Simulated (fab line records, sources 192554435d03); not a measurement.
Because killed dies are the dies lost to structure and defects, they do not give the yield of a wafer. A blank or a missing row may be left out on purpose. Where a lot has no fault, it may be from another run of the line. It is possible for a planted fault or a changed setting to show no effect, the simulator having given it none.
fab line records	flow n5_finfet
[record] lots = 7	wafers = 39
route steps=1938 shown BEOL_M9@1401 BEOL_M13@1696
start_h: hours from the record's opening day to when the first of the lot's shown wafers began	wait_h: time in hours since the lot's previous step	" identical to the entry in the row above	L1.1+2: a row that stands for several wafers	- either no value or no given start	* or withheld: withheld	< > ~ a bound
route shown NAME@n: a module of which the file shows steps, and the number in the route of the first	usual: the fault-free wafers' mean and standard deviation	same: alike in all rows	chamber/n: place in a boat	sites: per-site readings	_std_site: their standard deviation	_edge_site: outer sites' mean less inner sites'	radius_mm: for every site, how far away it sits from the centre of the wafer	mask NAME#n: copy n	behind: the last tool/chamber to shape the wafer	hold: cause of the lot's hold/its duration in hours/its outcome	device: the transistor (n, p or np) that didn't switch	end of line: tests run on the same wafers once the route is complete	step lacking rows: just its recipe	killed: dies that structure and defects cost at the first sort, which is not the same as the wafer's yield	map: per-die view of a wafer (x killed, . not killed, _ where there is no die)
set.NAME: the setting that was run; set.NAME@STEP: the one run at that earlier step	model.NAME: the simulator's own value behind a step, which no gauge read
lots where settings were altered on purpose, with a table for each step and a row for each wafer
[[steps]]
[step N5_BEOL_M9_ILD_DEP_00]
[recipe] material = SiCOH_lowk	target_thk_a = 3085.1	temp_c = 300	precursor = DEMS/porogen	pressure_torr = 5	rf_w = 500	time_s = 58
lot.wafer	tool	chamber	start_h	wait_h	set.target_thk_a	model.SiCOH_lowk_of_BEOL_M9_ILD_DEP_00.thk_nm
L074.2	pecvd-02	0	234.97	0.0	3085.1	309.4
L074.3	"	2	"	"	3085.1	307.2
L074.5	"	0	"	"	3085.1	313.4
L081.1	pecvd-04	0	278.02	0.0	3085.1	308.6
L081.2	"	1	"	"	4875	488.6
L081.3	"	2	"	"	3085.1	309.2
L081.4	"	0	"	"	4875	491.6
L081.5	"	1	"	"	4875	493.4
L081.6	"	2	"	"	3085.1	311.8
L083.1	pecvd-02	2	288.31	0.0	3673	362.6
L083.2	"	0	"	"	3085.1	304.8
L083.3	"	1	"	"	3673	368.6
L083.4	"	2	"	"	3085.1	309.2
L083.5	"	0	"	"	3085.1	313.2
L083.6	"	1	"	"	3673	377.4
L085.1	pecvd-02	2	292.46	0.0	3085.1	301.8
L085.2	"	1	"	"	3825	382
L085.3	"	0	"	"	3825	377.4
L085.4	"	0	"	"	3825	384.2
L085.5	"	1	"	"	3085.1	314.2
L085.6	"	2	"	"	3085.1	303.4
L087.1	pecvd-04	2	324.77	0.0	3085.1	305
L087.2	"	0	"	"	4346	432.4
L087.3	"	1	"	"	4346	433.2
L087.4	"	1	"	"	3085.1	312.4
L087.5	"	2	"	"	3085.1	313.4
L087.6	"	0	"	"	4346	439.6
L089.1	pecvd-02	2	333.54	0.0	4362	434
L089.2	"	0	"	"	3085.1	307.8
L089.3	"	1	"	"	4362	436
L089.4	"	2	"	"	4362	439.2
L089.5	"	0	"	"	3085.1	313.2
L089.6	"	1	"	"	3085.1	315.6
L097.1	pecvd-04	0	383.69	0.0	3085.1	299.4
L097.2	"	1	"	"	3085.1	302.4
L097.3	"	2	"	"	4281	425
L097.4	"	1	"	"	4281	429.8
L097.5	"	0	"	"	3085.1	308.6
L097.6	"	2	"	"	4281	431.2
[step N5_BEOL_M9_CURE_71]
[recipe] temp_c = 385	time_s = 240	ambient = He/Ar	material = SiCOH_lowk
lot.wafer	tool	chamber	start_h	wait_h	set.target_thk_a@BEOL_M9_ILD_DEP_00	model.SiCOH_lowk_of_BEOL_M9_ILD_DEP_00.thk_nm
L074.2	uv_cure-02	2	235.13	0.1	3085.1	268.8
L074.3	"	2	"	"	3085.1	266.8
L074.5	"	2	"	"	3085.1	272.4
L081.1	uv_cure-01	1	278.52	0.5	3085.1	268
L081.2	"	1	"	"	4875	428.6
L081.3	"	1	"	"	3085.1	268.6
L081.4	"	1	"	"	4875	431.4
L081.5	"	1	"	"	4875	433
L081.6	"	1	"	"	3085.1	270.8
L083.1	uv_cure-01	2	288.39	0.0	3673	316
L083.2	"	2	"	"	3085.1	264.6
L083.3	"	2	"	"	3673	321.4
L083.4	"	2	"	"	3085.1	268.6
L083.5	"	2	"	"	3085.1	272.2
L083.6	"	2	"	"	3673	329
L085.1	uv_cure-01	0	292.54	0.0	3085.1	262.2
L085.2	"	0	"	"	3825	333.2
L085.3	"	0	"	"	3825	329
L085.4	"	0	"	"	3825	335.2
L085.5	"	0	"	"	3085.1	273
L085.6	"	0	"	"	3085.1	263.6
L087.1	uv_cure-03	1	324.85	0.0	3085.1	265
L087.2	"	1	"	"	4346	378.2
L087.3	"	1	"	"	4346	379
L087.4	"	1	"	"	3085.1	271.4
L087.5	"	1	"	"	3085.1	272.4
L087.6	"	1	"	"	4346	384.6
L089.1	uv_cure-03	2	333.62	0.0	4362	379.6
L089.2	"	2	"	"	3085.1	267.2
L089.3	"	2	"	"	4362	381.4
L089.4	"	2	"	"	4362	384.4
L089.5	"	2	"	"	3085.1	272.2
L089.6	"	2	"	"	3085.1	274.2
L097.1	uv_cure-02	1	383.77	0.0	3085.1	260
L097.2	"	1	"	"	3085.1	262.6
L097.3	"	1	"	"	4281	371.6
L097.4	"	1	"	"	4281	376
L097.5	"	1	"	"	3085.1	268.2
L097.6	"	1	"	"	4281	377.2
[step N5_BEOL_M9_THK_MEAS_01]
[recipe] reads = SiCOH_lowk_of_BEOL_M9_ILD_DEP_00
[usual] M9_ILD_THK = 269/3.6
lot.wafer	tool	chamber	start_h	wait_h	set.target_thk_a@BEOL_M9_ILD_DEP_00	M9_ILD_THK[nm]
L074.2	film_metro-01	-	235.57	0.4	3085.1	269
L074.3	"	-	"	"	3085.1	267
L074.5	"	-	"	"	3085.1	272
L081.1	film_metro-02	-	279.03	0.4	3085.1	268
L081.2	"	-	"	"	4875	429
L081.3	"	-	"	"	3085.1	269
L081.4	"	-	"	"	4875	431
L081.5	"	-	"	"	4875	433
L081.6	"	-	"	"	3085.1	271
L083.1	film_metro-02	-	288.90	0.4	3673	316
L083.2	"	-	"	"	3085.1	265
L083.3	"	-	"	"	3673	321
L083.4	"	-	"	"	3085.1	269
L083.5	"	-	"	"	3085.1	272
L083.6	"	-	"	"	3673	329
L085.1	film_metro-02	-	293.05	0.4	3085.1	262
L085.2	"	-	"	"	3825	333
L085.3	"	-	"	"	3825	329
L085.4	"	-	"	"	3825	335
L085.5	"	-	"	"	3085.1	273
L085.6	"	-	"	"	3085.1	263
L087.1	film_metro-02	-	325.36	0.4	3085.1	265
L087.2	"	-	"	"	4346	378
L087.3	"	-	"	"	4346	379
L087.4	"	-	"	"	3085.1	272
L087.5	"	-	"	"	3085.1	272
L087.6	"	-	"	"	4346	385
L089.1	film_metro-01	-	334.61	0.8	4362	380
L089.2	"	-	"	"	3085.1	267
L089.3	"	-	"	"	4362	381
L089.4	"	-	"	"	4362	384
L089.5	"	-	"	"	3085.1	272
L089.6	"	-	"	"	3085.1	274
L097.1	film_metro-01	-	384.28	0.4	3085.1	260
L097.2	"	-	"	"	3085.1	262
L097.3	"	-	"	"	4281	371
L097.4	"	-	"	"	4281	376
L097.5	"	-	"	"	3085.1	268
L097.6	"	-	"	"	4281	377
[step N5_BEOL_M13_TRENCH_ETCH_34]
[recipe] chemistry = C4F8/O2/Ar	target = SiOC	target_depth_a = 4134.7	mask_material = SOC	pressure_mtorr = 30	source_w = 3000	bias_w = 700	Ar_flow_sccm = 400	C4F8_flow_sccm = 15	O2_flow_sccm = 8	he_inner_torr = 15	he_outer_torr = 30	time_s = 162.6	ion_energy_ev = 250
lot.wafer	tool	chamber	start_h	wait_h	set.time_s	model.etch.depth_nm
L074.2	rie_diel-03	3	283.79	0.0	162.6	407.2
L074.3	"	0	"	"	162.6	411.1
L074.5	"	2	"	"	162.6	410.3
L081.1	rie_diel-03	3	311.30	0.0	188.6	478
L081.2	"	1	"	"	162.6	427.3
L081.3	"	0	"	"	162.6	415.5
L081.4	"	2	"	"	188.6	485.1
L081.5	"	0	"	"	188.6	476.9
L081.6	"	3	"	"	162.6	409.7
L083.1	rie_diel-03	3	321.95	0.0	162.6	409.5
L083.2	"	1	"	"	162.6	422.5
L083.3	"	0	"	"	162.6	413
L083.4	"	2	"	"	162.6	415.4
L083.5	"	3	"	"	162.6	411.9
L083.6	"	0	"	"	162.6	415
L085.1	rie_diel-02	2	327.11	0.0	162.6	416.1
L085.2	"	3	"	"	89.34	234.2
L085.3	"	1	"	"	162.6	415.4
L085.4	"	0	"	"	89.34	229.9
L085.5	"	1	"	"	162.6	419.9
L085.6	"	0	"	"	89.34	234.4
L087.1	rie_diel-03	0	359.71	0.0	162.6	410.3
L087.2	"	3	"	"	86.22	217.3
L087.3	"	2	"	"	162.6	413
L087.4	"	1	"	"	86.22	222.7
L087.5	"	2	"	"	86.22	219.8
L087.6	"	1	"	"	162.6	422.8
L089.1	rie_diel-03	3	377.29	0.0	126	316.2
L089.2	"	0	"	"	162.6	408.2
L089.3	"	1	"	"	126	325.3
L089.4	"	2	"	"	162.6	416.4
L089.5	"	3	"	"	126	315.6
L089.6	"	2	"	"	162.6	414.6
L097.1	rie_diel-02	2	421.48	0.0	162.6	429.2
L097.2	"	0	"	"	258.1	660.1
L097.3	"	3	"	"	162.6	420
L097.4	"	3	"	"	162.6	424.8
L097.5	"	0	"	"	258.1	658.3
L097.6	"	2	"	"	258.1	683.7
[step N5_BEOL_M13_STRIP_70]
[recipe] chemistry = C4F8/O2/Ar	resist = SiARC	rf_frequency_hz = 6e+07
[step N5_BEOL_M13_OCD_MEAS_35]
[usual] trench_depth_nm = 415/6.3
lot.wafer	tool	chamber	start_h	wait_h	set.time_s@BEOL_M13_TRENCH_ETCH_34	trench_depth_nm
L074.2	ocd-02	-	283.97	0.0	162.6	407
L074.3	"	-	"	"	162.6	412
L074.5	"	-	"	"	162.6	410
L081.1	ocd-01	-	311.47	0.0	188.6	478
L081.2	"	-	"	"	162.6	427
L081.3	"	-	"	"	162.6	415
L081.4	"	-	"	"	188.6	485
L081.5	"	-	"	"	188.6	477
L081.6	"	-	"	"	162.6	410
L083.1	ocd-01	-	322.12	0.0	162.6	-
L083.2	"	-	"	"	162.6	423
L083.3	"	-	"	"	162.6	413
L083.4	"	-	"	"	162.6	416
L083.5	"	-	"	"	162.6	-
L083.6	"	-	"	"	162.6	-
L085.1	ocd-02	-	327.29	0.0	162.6	416
L085.2	"	-	"	"	89.34	234
L085.3	"	-	"	"	162.6	415
L085.4	"	-	"	"	89.34	230
L085.5	"	-	"	"	162.6	420
L085.6	"	-	"	"	89.34	235
L087.1	ocd-02	-	359.89	0.0	162.6	-
L087.2	"	-	"	"	86.22	-
L087.3	"	-	"	"	162.6	-
L087.4	"	-	"	"	86.22	223
L087.5	"	-	"	"	86.22	220
L087.6	"	-	"	"	162.6	423
L089.1	ocd-02	-	377.46	0.0	126	316
L089.2	"	-	"	"	162.6	408
L089.3	"	-	"	"	126	-
L089.4	"	-	"	"	162.6	417
L089.5	"	-	"	"	126	-
L089.6	"	-	"	"	162.6	-
L097.1	ocd-01	-	421.65	0.0	162.6	429
L097.2	"	-	"	"	258.1	660
L097.3	"	-	"	"	162.6	420
L097.4	"	-	"	"	162.6	425
L097.5	"	-	"	"	258.1	658
L097.6	"	-	"	"	258.1	683
[step N5_BEOL_M13_STRIP_37]
[recipe] chemistry = N2/H2	power_w = 1000	temp_c = 250	h2_frac = 0.65	overash_fraction = 0.3	pressure_mtorr = withheld	n2_flow_sccm = 1750	h2_flow_sccm = 3250
[step N5_BEOL_M13_ETCH_38]
[recipe] chemistry = CF4/N2	target = SiCN	target_depth_a = 675	taper_deg = 2	time_s = 71.9	ion_energy_ev = 150	mask_material = SiO2	pressure_mtorr = 40	source_w = 430	bias_w = 70	Ar_flow_sccm = 100	cf4_flow_sccm = 60	n2_flow_sccm = 60
[step N5_BEOL_M13_ECD_47]
[recipe] material = Cu	target_thk_a = 9360
[step N5_BEOL_M13_ANNEAL_48]
[recipe] temp_c = 225	time_s = 90	ambient = N2
[step N5_BEOL_M13_CMP_49]
[recipe] stop_on = SiOC	t_overpolish_s = 17.1	down_force_psi = 1	platen_rpm = 50	clearing_platen_down_force_psi = 1.5	clearing_platen_rpm = 50	post_cmp_clean = cu_alkaline	target_thk_nm = 420	clearing_platen_pad_velocity_m_s = 0.99484	pad_velocity_m_s = 0.99484
lot.wafer	tool	chamber	start_h	wait_h	set.time_s@BEOL_M13_TRENCH_ETCH_34	model.Cu_of_BEOL_M13_ECD_47.thk_nm
L074.2	cmp-04	3	287.74	0.3	162.6	416
L074.3	"	0	"	"	162.6	420.8
L074.5	"	3	"	"	162.6	419.2
L081.4	cmp-02	1	312.63	0.1	188.6	491.8
L081.1	"	2	"	"	188.6	483.6
L081.3	"	3	"	"	162.6	421
L081.2	"	0	"	"	162.6	434.8
L081.6	"	1	"	"	162.6	414.8
L081.5	"	2	"	"	188.6	483.2
L083.3	cmp-03	2	324.33	0.2	162.6	418.4
L083.4	"	3	"	"	162.6	422.6
L083.2	"	0	"	"	162.6	427.6
L083.1	"	1	"	"	162.6	414.2
L083.6	"	2	"	"	162.6	420
L083.5	"	3	"	"	162.6	419
L085.4	cmp-04	0	330.58	0.1	89.34	239.2
L085.2	"	1	"	"	89.34	241.6
L085.3	"	2	"	"	162.6	423.4
L085.1	"	3	"	"	162.6	424.4
L085.6	"	0	"	"	89.34	242.2
L085.5	"	1	"	"	162.6	426.2
L087.1	cmp-04	3	363.43	0.3	162.6	417.2
L087.3	"	0	"	"	162.6	420.2
L087.2	"	1	"	"	86.22	223.6
L087.4	"	2	"	"	86.22	229.4
L087.5	"	3	"	"	86.22	226.4
L087.6	"	0	"	"	162.6	430
L089.3	cmp-03	1	379.34	0.2	126	331.4
L089.4	"	2	"	"	162.6	423.4
L089.1	"	3	"	"	126	324.4
L089.2	"	0	"	"	162.6	415.4
L089.5	"	1	"	"	126	322
L089.6	"	2	"	"	162.6	422.2
L097.1	cmp-03	1	424.71	0.3	162.6	435
L097.2	"	2	"	"	258.1	665.8
L097.3	"	3	"	"	162.6	427
L097.4	"	0	"	"	162.6	432
L097.5	"	1	"	"	258.1	664.8
L097.6	"	2	"	"	258.1	688.6
[step N5_BEOL_M13_THK_MEAS_50]
[recipe] thk_meas_gauge = xrf	reads = Cu_of_BEOL_M13_ECD_47
[usual] M13_THK = 417/6.9
lot.wafer	tool	chamber	start_h	wait_h	set.time_s@BEOL_M13_TRENCH_ETCH_34	M13_THK[nm]
L074.2	film_metro-02	-	288.00	-	162.6	413
L074.3	"	-	"	"	162.6	415
L074.5	"	-	"	"	162.6	415
L081.1	film_metro-01	-	312.92	-	188.6	476
L081.2	"	-	"	"	162.6	427
L081.3	"	-	"	"	162.6	416
L081.4	"	-	"	"	188.6	482
L081.5	"	-	"	"	188.6	475
L081.6	"	-	"	"	162.6	406
L083.1	film_metro-02	-	324.63	-	162.6	-
L083.2	"	-	"	"	162.6	424
L083.3	"	-	"	"	162.6	415
L083.4	"	-	"	"	162.6	418
L083.5	"	-	"	"	162.6	-
L083.6	"	-	"	"	162.6	-
L085.1	film_metro-01	-	330.88	-	162.6	420
L085.2	"	-	"	"	89.34	239
L085.3	"	-	"	"	162.6	419
L085.4	"	-	"	"	89.34	238
L085.5	"	-	"	"	162.6	422
L085.6	"	-	"	"	89.34	239
L087.1	film_metro-02	-	363.73	-	162.6	-
L087.2	"	-	"	"	86.22	-
L087.3	"	-	"	"	162.6	-
L087.4	"	-	"	"	86.22	225
L087.5	"	-	"	"	86.22	222
L087.6	"	-	"	"	162.6	423
L089.1	film_metro-02	-	379.64	-	126	323
L089.2	"	-	"	"	162.6	415
L089.3	"	-	"	"	126	-
L089.4	"	-	"	"	162.6	420
L089.5	"	-	"	"	126	-
L089.6	"	-	"	"	162.6	-
L097.1	film_metro-02	-	425.00	-	162.6	423
L097.2	"	-	"	"	258.1	649
L097.3	"	-	"	"	162.6	418
L097.4	"	-	"	"	162.6	422
L097.5	"	-	"	"	258.1	647
L097.6	"	-	"	"	258.1	671
[step N5_BEOL_M13_PRE_CLEAN_52]
[recipe] gas = NH3	time_s = 15	temp_c = withheld	rf_power_w = 300
[step N5_BEOL_M13_DEP_53]
[recipe] material = SiCN	target_thk_a = 500	temp_c = withheld	precursor = 3MS/NH3	pressure_torr = 3	rf_w = 675	time_s = 17.8
[step N5_BEOL_M13_RS_MEAS_54]
[recipe] thk_meas_gauge = four-point-probe	reads = Cu_of_BEOL_M13_ECD_47+Ta_of_BEOL_M13_SPUTTER_44+TaN_of_BEOL_M13_SPUTTER_43
[usual] M13_RS = 0.0448/0.00069
lot.wafer	tool	chamber	start_h	wait_h	set.time_s@BEOL_M13_TRENCH_ETCH_34	M13_RS[ohm/sq]
L074.2	film_metro-02	-	288.13	0.1	162.6	0.0454
L074.3	"	-	"	"	162.6	0.0448
L074.5	"	-	"	"	162.6	0.0450
L081.1	film_metro-01	-	313.05	0.0	188.6	0.0388
L081.2	"	-	"	"	162.6	0.0433
L081.3	"	-	"	"	162.6	0.0447
L081.4	"	-	"	"	188.6	0.0381
L081.5	"	-	"	"	188.6	0.0389
L081.6	"	-	"	"	162.6	0.0454
L083.1	film_metro-01	-	324.76	0.0	162.6	-
L083.2	"	-	"	"	162.6	0.0441
L083.3	"	-	"	"	162.6	0.0451
L083.4	"	-	"	"	162.6	0.0445
L083.5	"	-	"	"	162.6	-
L083.6	"	-	"	"	162.6	-
L085.1	film_metro-01	-	331.01	0.0	162.6	0.0444
L085.2	"	-	"	"	89.34	0.0801
L085.3	"	-	"	"	162.6	0.0444
L085.4	"	-	"	"	89.34	0.0807
L085.5	"	-	"	"	162.6	0.0442
L085.6	"	-	"	"	89.34	0.0800
L087.1	film_metro-02	-	363.86	0.0	162.6	-
L087.2	"	-	"	"	86.22	-
L087.3	"	-	"	"	162.6	-
L087.4	"	-	"	"	86.22	0.0848
L087.5	"	-	"	"	86.22	0.0857
L087.6	"	-	"	"	162.6	0.0438
L089.1	film_metro-01	-	379.77	0.0	126	0.0586
L089.2	"	-	"	"	162.6	0.0454
L089.3	"	-	"	"	126	-
L089.4	"	-	"	"	162.6	0.0445
L089.5	"	-	"	"	126	-
L089.6	"	-	"	"	162.6	-
L097.1	film_metro-02	-	425.13	0.0	162.6	0.0433
L097.2	"	-	"	"	258.1	0.0280
L097.3	"	-	"	"	162.6	0.0442
L097.4	"	-	"	"	162.6	0.0436
L097.5	"	-	"	"	258.1	0.0281
L097.6	"	-	"	"	258.1	0.0271
[[key]]
[split] step = N5_BEOL_M9_ILD_DEP_00	setting = target_thk_a	stated = 3085.1	by = wafer
[response] step = N5_BEOL_M9_ILD_DEP_00	reading = model.SiCOH_lowk_of_BEOL_M9_ILD_DEP_00.thk_nm	change = +3.11	per = 1%	r = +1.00
[response] step = N5_BEOL_M9_CURE_71	reading = model.SiCOH_lowk_of_BEOL_M9_ILD_DEP_00.thk_nm	change = +2.77	per = 1%	r = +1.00
[response] step = N5_BEOL_M9_THK_MEAS_01	reading = M9_ILD_THK	change = +2.76	per = 1%	r = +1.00
[split] step = N5_BEOL_M13_TRENCH_ETCH_34	setting = time_s	stated = 162.6	by = wafer
[response] step = N5_BEOL_M13_TRENCH_ETCH_34	reading = model.etch.depth_nm	change = +4.13	per = 1%	r = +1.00
[response] step = N5_BEOL_M13_OCD_MEAS_35	reading = trench_depth_nm	change = +4.14	per = 1%	r = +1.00
[response] step = N5_BEOL_M13_CMP_49	reading = model.Cu_of_BEOL_M13_ECD_47.thk_nm	change = +4.12	per = 1%	r = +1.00
[response] step = N5_BEOL_M13_THK_MEAS_50	reading = M13_THK	change = +4.04	per = 1%	r = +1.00
[response] step = N5_BEOL_M13_RS_MEAS_54	reading = M13_RS	change = -0.000527	per = 1%	r = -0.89
